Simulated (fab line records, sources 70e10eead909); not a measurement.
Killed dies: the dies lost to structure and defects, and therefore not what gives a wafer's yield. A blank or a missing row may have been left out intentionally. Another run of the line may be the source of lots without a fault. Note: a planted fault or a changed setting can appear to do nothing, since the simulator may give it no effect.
fab line records ; flow nandHarc
record lots=13; wafers=39; lastDay=24
route steps=1159 shown P_ZERO_WELL@26 P_STI@87
lots that met no fault: from a run of the same line without faults
startH: start of the lot's first displayed wafer, in hours after the record's first day ; waitH: how many hours have passed since the lot's step before this one ; " repeats the value in the row above ; L1.1+2: a single row standing in for several wafers ; - either no value or no given start ; * or withheld: withheld ; < > ~ a bound
route shown NAME@n: NAME is a module with steps in the file, n the number in the route of the first one ; usual: the fault-free wafers' mean and standard deviation ; same: alike in all rows ; chamber/n: place in a boat ; sites: the reading at each site ; _std_site: the standard deviation of these ; _edge_site: mean of outer sites minus mean of inner sites ; radiusMm: for every site, how far away it sits from the centre of the wafer ; mask NAME#n: copy n ; behind: tool/chamber where the wafer was last shaped ; hold: what put the lot on hold/how long, in hours/how the hold closed ; device: the transistor (n, p or np) that didn't switch ; end of line: the same wafers' tests at the end of the route ; where a step has no rows: the recipe by itself ; killed: not the wafer's yield, but the dies lost to structure and defects at the first sort ; map: the dies of a wafer, with x for killed, . for not killed, _ for no die there
set.NAME: setting as actually run; set.NAME@STEP: the setting as run at that earlier step ; model.NAME: the simulator's own value behind a step, which no gauge read
the route's steps for a sample of lots (tables are steps, rows are wafers)
services: when a tool's chamber went out of use (startH, in hours from the record's first day, below 0 if earlier), for how many hours, and the reason
## steps
# step NHARC_P_ZERO_WELL_EXPOSE_21
# recipe na=0.6; targetCdNm=720; doseMj=22.31; maskId=P_NWELL
lot.wafer;tool;chamber;startH;waitH;mask
L593.2+3+5;krfScanner-02;0;20.44;-;P_NWELL#0
L596.2+3+5;krfScanner-01;0;38.36;-;P_NWELL#0
L597.3+4+5;krfScanner-04;0;44.45;-;P_NWELL#0
L598.2+5+6;krfScanner-02;0;50.30;-;P_NWELL#0
L600.2+3+6;krfScanner-04;0;62.30;-;P_NWELL#0
L601.1+2+3;krfScanner-01;0;68.44;-;P_NWELL#0
L602.3+4+5;krfScanner-02;0;74.51;-;P_NWELL#0
L603.2+3+4;krfScanner-02;0;80.23;-;P_NWELL#0
L605.1+3+6;krfScanner-02;0;92.43;-;P_NWELL_R1#0
L606.2+5+6;krfScanner-02;0;98.18;-;P_NWELL#0
L607.1+2+6;krfScanner-01;0;104.52;-;P_NWELL#0
L609.2+3+6;krfScanner-04;0;116.45;-;P_NWELL#0
L615.2+5+6;krfScanner-01;0;152.31;-;P_NWELL#0
# step NHARC_P_ZERO_WELL_CD_MEAS_24
# recipe targetCdNm=720; landingEnergyEv=500
# usual cdNm=720.2/1.7
lot.wafer;tool;chamber;startH;waitH;cdNm
L593.2;cdSem-01;0;20.59;-;722.7
L593.3;cdSem-01;0;20.59;-;718.7
L593.5;cdSem-01;0;20.59;-;720.1
L596.2;cdSem-01;0;38.52;-;719.8
L596.3;cdSem-01;0;38.52;-;721.0
L596.5;cdSem-01;0;38.52;-;721.8
L597.3;cdSem-03;0;44.61;-;722.0
L597.4;cdSem-03;0;44.61;-;721.9
L597.5;cdSem-03;0;44.61;-;719.5
L598.2;cdSem-03;0;50.46;-;720.8
L598.5;cdSem-03;0;50.46;-;722.3
L598.6;cdSem-03;0;50.46;-;719.9
L600.2;cdSem-01;0;62.46;-;718.4
L600.3;cdSem-01;0;62.46;-;720.6
L600.6;cdSem-01;0;62.46;-;717.6
L601.1;cdSem-03;0;68.59;-;719.5
L601.2;cdSem-03;0;68.59;-;718.2
L601.3;cdSem-03;0;68.59;-;717.2
L602.3;cdSem-01;0;74.66;-;719.9
L602.4;cdSem-01;0;74.66;-;716.2
L602.5;cdSem-01;0;74.66;-;720.4
L603.2;cdSem-03;0;80.38;-;721.2
L603.3;cdSem-03;0;80.38;-;719.5
L603.4;cdSem-03;0;80.38;-;717.7
L605.1;cdSem-01;0;92.59;-;709.3
L605.3;cdSem-01;0;92.59;-;712.0
L605.6;cdSem-01;0;92.59;-;709.8
L606.2;cdSem-01;0;98.34;-;721.2
L606.5;cdSem-01;0;98.34;-;721.1
L606.6;cdSem-01;0;98.34;-;720.6
L607.1;cdSem-03;0;104.68;-;718.7
L607.2;cdSem-03;0;104.68;-;719.3
L607.6;cdSem-03;0;104.68;-;719.8
L609.2;cdSem-02;0;116.60;-;716.6
L609.3;cdSem-02;0;116.60;-;719.9
L609.6;cdSem-02;0;116.60;-;715.8
L615.2;cdSem-03;0;152.47;-;721.7
L615.5;cdSem-03;0;152.47;-;722.2
L615.6;cdSem-03;0;152.47;-;719.7
# step NHARC_P_ZERO_WELL_CD_MEAS_52
# recipe targetCdNm=2000; landingEnergyEv=500
# usual cdNm=2000.7/1.7
lot.wafer;tool;chamber;startH;waitH;cdNm
L593.2;cdSem-02;0;23.62;-;2002.8
L593.3;cdSem-02;0;23.62;-;1998.2
L593.5;cdSem-02;0;23.62;-;2001.2
L596.2;cdSem-02;0;41.81;-;1998.7
L596.3;cdSem-02;0;41.81;-;1999.0
L596.5;cdSem-02;0;41.81;-;2000.0
L597.3;cdSem-03;0;47.64;-;2002.4
L597.4;cdSem-03;0;47.64;-;2000.1
L597.5;cdSem-03;0;47.64;-;2000.4
L598.2;cdSem-01;0;53.61;-;2003.3
L598.5;cdSem-01;0;53.61;-;2000.8
L598.6;cdSem-01;0;53.61;-;2000.5
L600.2;cdSem-01;0;65.64;-;2001.1
L600.3;cdSem-01;0;65.64;-;1999.0
L600.6;cdSem-01;0;65.64;-;1998.2
L601.1;cdSem-02;0;71.88;-;1999.5
L601.2;cdSem-02;0;71.88;-;1997.3
L601.3;cdSem-02;0;71.88;-;2001.1
L602.3;cdSem-02;0;77.94;-;2000.8
L602.4;cdSem-02;0;77.94;-;2002.0
L602.5;cdSem-02;0;77.94;-;2001.5
L603.2;cdSem-02;0;83.44;-;2001.4
L603.3;cdSem-02;0;83.44;-;2000.9
L603.4;cdSem-02;0;83.44;-;1997.4
L605.1;cdSem-02;0;96.10;-;2001.7
L605.3;cdSem-02;0;96.10;-;2000.8
L605.6;cdSem-02;0;96.10;-;1999.1
L606.2;cdSem-03;0;101.50;-;2003.7
L606.5;cdSem-03;0;101.50;-;2000.9
L606.6;cdSem-03;0;101.50;-;2000.8
L607.1;cdSem-01;0;107.86;-;1999.0
L607.2;cdSem-01;0;107.86;-;2002.7
L607.6;cdSem-01;0;107.86;-;2000.3
L609.2;cdSem-03;0;119.75;-;1999.2
L609.3;cdSem-03;0;119.75;-;2000.2
L609.6;cdSem-03;0;119.75;-;1998.3
L615.2;cdSem-02;0;155.63;-;2002.2
L615.5;cdSem-02;0;155.63;-;1997.5
L615.6;cdSem-02;0;155.63;-;2000.3
# step NHARC_P_STI_DESCUM_14
# recipe timeS=3; o2FlowSccm=200; arFlowSccm=0; biasPowerW=0; chemistry=O2
# usual drypumpMotorCurrentA=5.7/0.47; oesProductAu=1.001/0.01; rfVppV=57.7/0.8; showerheadPlenumPTorr=1.92/0.078; throttleValvePct=11.311/0.0091
# same biasPowerW=0
lot.wafer;tool;chamber;startH;waitH;drypumpMotorCurrentA;oesProductAu;rfHoursCounterH;rfVppV;showerheadPlenumPTorr;throttleValvePct
L593.3;rieDiel-01;1;46.40;-;6.2;0.982;7;58.2;1.89;11.317
L593.2;rieDiel-01;2;46.40;-;6.2;0.999;7;57.7;1.84;11.313
L593.5;rieDiel-01;3;46.40;-;5.9;0.993;-;57.1;1.89;11.305
L596.2;rieDiel-01;0;60.63;-;6.7;1.016;7;57.6;1.97;11.302
L596.3;rieDiel-01;2;60.63;-;6.1;1.009;7;57.5;1.84;11.300
L596.5;rieDiel-01;3;60.63;-;5.9;1.003;-;57.8;1.89;11.314
L597.4;rieDiel-05;2;67.63;-;5.2;1.000;2;59.1;1.97;11.303
L597.3;rieDiel-05;0;67.63;-;5.5;0.999;2;56.9;1.96;11.323
L597.5;rieDiel-05;2;67.63;-;5.2;0.992;-;56.9;1.97;11.328
L598.2;rieDiel-05;0;67.82;-;5.5;0.995;2;58.3;1.96;11.304
L598.5;rieDiel-05;1;67.82;-;6.0;1.005;-;57.4;1.83;11.297
L598.6;rieDiel-05;2;67.82;-;5.3;0.999;-;58.1;1.97;11.306
L600.3;rieDiel-11;1;82.97;-;5.6;0.997;2;58.5;2.05;11.306
L600.2;rieDiel-11;0;82.97;-;5.2;1.029;2;58.0;2.01;11.309
L600.6;rieDiel-11;1;82.97;-;5.6;0.999;-;57.8;2.05;11.306
L601.3;rieDiel-05;0;89.41;-;5.5;0.988;2;58.4;1.96;11.318
L601.1;rieDiel-05;2;89.41;-;5.3;0.987;2;59.0;1.97;11.306
L601.2;rieDiel-05;3;89.41;-;6.0;1.000;2;57.8;1.95;11.297
L603.3;rieDiel-11;1;97.64;-;5.6;0.991;3;58.8;2.05;11.322
L603.2;rieDiel-11;3;97.64;-;5.0;1.006;2;58.3;1.86;11.328
L603.4;rieDiel-11;1;97.64;-;5.6;1.002;-;57.9;2.05;11.302
L602.3;rieDiel-01;0;97.81;-;6.7;0.999;10;57.5;1.97;11.315
L602.4;rieDiel-01;1;97.81;-;6.2;1.007;11;58.6;1.89;11.321
L602.5;rieDiel-01;0;97.81;-;6.7;1.005;-;58.8;1.97;11.314
L606.2;rieDiel-01;2;115.88;-;6.1;1.002;11;57.6;1.84;11.303
L606.6;rieDiel-01;1;115.88;-;6.2;0.994;-;57.6;1.89;11.308
L606.5;rieDiel-01;2;115.88;-;6.2;1.011;-;57.1;1.84;11.317
L605.3;rieDiel-11;3;116.05;-;5.0;0.993;3;57.3;1.86;11.305
L605.1;rieDiel-11;1;116.05;-;5.6;1.002;4;57.8;2.05;11.318
L605.6;rieDiel-11;3;116.05;-;5.0;1.002;-;57.1;1.86;11.307
L607.1;rieDiel-01;2;132.02;-;6.1;0.998;12;57.2;1.84;11.303
L607.2;rieDiel-01;1;132.02;-;6.2;1.000;13;56.2;1.89;11.308
L607.6;rieDiel-01;2;132.02;-;6.1;0.990;-;55.0;1.84;11.308
L609.2;rieDiel-05;2;140.13;-;5.3;0.988;3;57.5;1.97;11.330
L609.3;rieDiel-05;0;140.13;-;5.5;0.995;4;57.9;1.96;11.292
L609.6;rieDiel-05;1;140.13;-;6.0;1.006;-;57.3;1.83;11.305
L615.2;rieDiel-05;1;174.60;-;6.0;0.997;0;57.2;1.83;11.309
L615.6;rieDiel-05;0;174.60;-;5.5;1.005;-;56.6;1.96;11.323
L615.5;rieDiel-05;1;174.60;-;6.0;0.996;-;57.8;1.83;11.313
# step NHARC_P_STI_INSPECT_25
# usual rawDefectCount=229/68
lot.wafer;tool;chamber;startH;waitH;rawDefectCount
L593.2;defectInspect-01;-;74.22;0.4;252
L593.3;defectInspect-01;-;74.22;0.4;238
L593.5;defectInspect-01;-;74.22;0.4;293
L596.2;defectInspect-01;-;88.83;0.4;214
L596.3;defectInspect-01;-;88.83;0.4;275
L596.5;defectInspect-01;-;88.83;0.4;289
L598.2;defectInspect-01;-;96.66;0.4;316
L598.5;defectInspect-01;-;96.66;0.4;267
L598.6;defectInspect-01;-;96.66;0.4;334
L597.3;defectInspect-02;-;96.66;0.4;240
L597.4;defectInspect-02;-;96.66;0.4;183
L597.5;defectInspect-02;-;96.66;0.4;159
L600.2;defectInspect-01;-;113.24;0.4;213
L600.3;defectInspect-01;-;113.24;0.4;309
L600.6;defectInspect-01;-;113.24;0.4;342
L601.1;defectInspect-01;-;125.72;0.4;206
L601.2;defectInspect-01;-;125.72;0.4;185
L601.3;defectInspect-01;-;125.72;0.4;288
L603.2;defectInspect-02;-;133.78;0.4;134
L603.3;defectInspect-02;-;133.78;0.4;205
L603.4;defectInspect-02;-;133.78;0.4;216
L602.3;defectInspect-01;-;133.79;0.4;214
L602.4;defectInspect-01;-;133.79;0.4;167
L602.5;defectInspect-01;-;133.79;0.4;233
L605.1;defectInspect-02;-;145.40;0.4;143
L605.3;defectInspect-02;-;145.40;0.4;335
L605.6;defectInspect-02;-;145.40;0.4;271
L606.2;defectInspect-01;-;145.40;0.4;227
L606.5;defectInspect-01;-;145.40;0.4;212
L606.6;defectInspect-01;-;145.40;0.4;245
L607.1;defectInspect-02;-;163.44;0.4;194
L607.2;defectInspect-02;-;163.44;0.4;214
L607.6;defectInspect-02;-;163.44;0.4;238
L609.2;defectInspect-01;-;167.53;0.4;290
L609.3;defectInspect-01;-;167.53;0.4;266
L609.6;defectInspect-01;-;167.53;0.4;369
L615.2;defectInspect-02;-;207.06;0.4;233
L615.5;defectInspect-02;-;207.06;0.4;201
L615.6;defectInspect-02;-;207.06;0.4;280
## services
tool;chamber;startH;hours;kind
rieDiel-11;-;12.50;9.0;pm
rieDiel-01;3;13.77;6.1;repair
rieDiel-01;2;18.12;1.2;repair
rieDiel-11;3;24.12;13.9;repair
krfScanner-04;-;25.22;8.5;repair
krfScanner-02;-;38.00;4.0;pm
rieDiel-01;3;74.66;7.0;repair
krfScanner-01;-;75.16;0.2;repair
krfScanner-01;-;82.40;0.2;repair
rieDiel-01;0;85.02;2.9;repair
rieDiel-05;2;90.17;11.4;repair
krfScanner-01;-;90.57;0.8;repair
krfScanner-01;-;95.65;4.0;pm
rieDiel-11;2;96.36;15.9;repair
krfScanner-01;-;105.62;0.5;repair
krfScanner-01;-;124.91;4.5;repair
krfScanner-04;-;126.01;4.0;pm
rieDiel-01;-;137.80;9.0;pm
krfScanner-02;0;140.46;-;calibration
rieDiel-05;0;141.97;6.7;repair
rieDiel-01;2;148.10;34.4;repair
rieDiel-05;0;162.79;7.2;repair
rieDiel-05;-;163.60;9.0;pm
rieDiel-01;-;171.93;0.1;repair
## key
firstSign step=NHARC_P_ZERO_WELL_EXPOSE_21; reading=mask; direction=changed
effect step=NHARC_P_ZERO_WELL_CD_MEAS_24; reading=cdNm; direction=down; sigmas=5.9; usual=720.2; struck=710.4
metAt NHARC_P_ZERO_WELL_EXPOSE_21
struckLots L605
testerLeftOut L605
notActingAt NHARC_P_ZERO_WELL_CD_MEAS_52,NHARC_P_STI_DESCUM_14,NHARC_P_STI_INSPECT_25
onsetBetween 80.23 92.43
fault kind=wrongMask; tool=any; chamber=-; onsetH=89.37; steps=NHARC_P_ZERO_WELL_EXPOSE_21; auxCopy=P_NWELL_R1#0; cdOffsetNm=-9.2353; scope=struckLotsOnly
# testerLeftOut: of these lots the tester's yield and bins aren't shown, on N5 and GAA mostly nor the transistor test; their killed dies are dies lost to structure and defects alone, not to doping, threshold or leakage, so they don't give the yield
